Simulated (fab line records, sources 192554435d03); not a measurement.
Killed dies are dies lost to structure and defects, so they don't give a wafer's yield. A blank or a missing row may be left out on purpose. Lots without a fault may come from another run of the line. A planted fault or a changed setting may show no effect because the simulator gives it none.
Split-lot experiment | flow n5_finfet | 7 lots, 21 wafers read, on a route of 1938 steps

THE SPLIT
At N5_BEOL_M3_ETCH_64 (etches SOC in N2/H2, target depth 75 nm, overetch 15 nm, time 112.5 s), the setting time_s was moved away from the recipe's 112.5 s on 5 of the 21 wafers read, by -12.2% to +19.7%. The other wafers ran this setting at the recipe's value.

The reading is taken at the split's own step.

THE READING
SiARC_of_BEOL_M3_COAT_62.thk_nm (the simulator's own value, which no gauge read), in nm, at N5_BEOL_M3_ETCH_64 (etches SOC in N2/H2, target depth 75 nm, overetch 15 nm, time 112.5 s). The file gives no usual value for it. The 16 wafers here that ran the recipe average 6.6 nm, standard deviation 0.19 nm.

wafer  | tool, chamber at the split | time_s as run, s | against the recipe | SiARC_of_BEOL_M3_COAT_62.thk_nm, nm | against lot-mates on the recipe
L074.1 | rie_diel-01, 0             | 112.5            | recipe             | 6.6                                 | -
L074.5 | rie_diel-01, 0             | 112.5            | recipe             | 6.6                                 | -
L074.6 | rie_diel-01, 3             | 120              | +6.7%              | 6.4                                 | -0.2
L079.2 | rie_diel-06, 2             | 112.5            | recipe             | 6.6                                 | -
L079.3 | rie_diel-06, 0             | 112.5            | recipe             | 6.4                                 | -
L079.5 | rie_diel-06, 3             | 112.5            | recipe             | 6.8                                 | -
L082.1 | rie_diel-06, 2             | 112.5            | recipe             | 6.6                                 | -
L082.2 | rie_diel-06, 3             | 112.5            | recipe             | 6.8                                 | -
L082.3 | rie_diel-06, 0             | 112.5            | recipe             | 6.2                                 | -
L084.2 | rie_diel-06, 3             | 112.5            | recipe             | 6.8                                 | -
L084.3 | rie_diel-06, 0             | 132.4            | +17.7%             | 5.4                                 | -1.4
L084.5 | rie_diel-06, 0             | 132.4            | +17.7%             | 5.4                                 | -1.4
L086.1 | rie_diel-01, 1             | 134.7            | +19.7%             | 5.8                                 | -0.9
L086.2 | rie_diel-01, 2             | 112.5            | recipe             | 6.6                                 | -
L086.6 | rie_diel-01, 3             | 112.5            | recipe             | 6.8                                 | -
L091.1 | rie_diel-01, 2,3           | 112.5            | recipe             | 6.8                                 | -
L091.5 | rie_diel-01, 2,3           | 112.5            | recipe             | 6.8                                 | -
L091.3 | rie_diel-01, 1             | 98.73            | -12.2%             | 7.6                                 | +0.8
L095.1 | rie_diel-06, 2,1           | 112.5            | recipe             | 6.6                                 | -
L095.4 | rie_diel-06, 2,1           | 112.5            | recipe             | 6.6                                 | -
L095.2 | rie_diel-06, 0             | 112.5            | recipe             | 6.2                                 | -
Where a row lists several chambers, the file gives one row for several wafers and doesn't say which wafer went through which chamber.

THE FIT
A straight line over all 21 wafers: SiARC_of_BEOL_M3_COAT_62.thk_nm changes by -0.061 nm for each +1% of time_s; r = -0.91; the points scatter about the line by 0.21 nm.
The same after taking each lot's own level away (the mean of its wafers on the recipe; 21 wafers): -0.0651 nm for each +1%; r = -0.93; scatter 0.19 nm.
On that fit, the largest move of time_s shifts the reading by 1.3 nm.
The lots' own levels span 6.47 to 6.80 nm, that is 1.7 times the standard deviation above.
So the lot-to-lot level changes the slope little: the two slopes agree.
Check: with one of the wafers moved furthest among these (+19.7%) left out of the fit, the line predicts -1.46 nm for it against its lot-mates. It came out at -0.9 nm against them.

OTHER SPLITS ON THESE WAFERS
These wafers also went through other splits before the reading. Each is held against what the fit with the lots' levels taken away leaves over:
other split on the same wafers    | wafers away from the commonest value | r with SiARC_of_BEOL_M3_COAT_62.thk_nm (lot level and that fit taken away)
N5_BEOL_M0_SAQP_COAT_08 spin_rpm  | 7                                    | +0.11
N5_BEOL_M0_ETCH_128 source_w      | 8                                    | +0.12
N5_BEOL_M1_HM_DEP_02 target_thk_a | 6                                    | -0.22
N5_BEOL_M1_COAT_62 spin_rpm       | 7                                    | +0.10
N5_BEOL_M1_DEP_57 time_s          | 11                                   | -0.33
N5_BEOL_M3_COAT_05 spin_rpm       | 8                                    | +0.20

THE FILE'S OWN FIT
SiARC_of_BEOL_M3_COAT_62.thk_nm changes by -0.0598 nm for each +1% of time_s, r = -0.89.
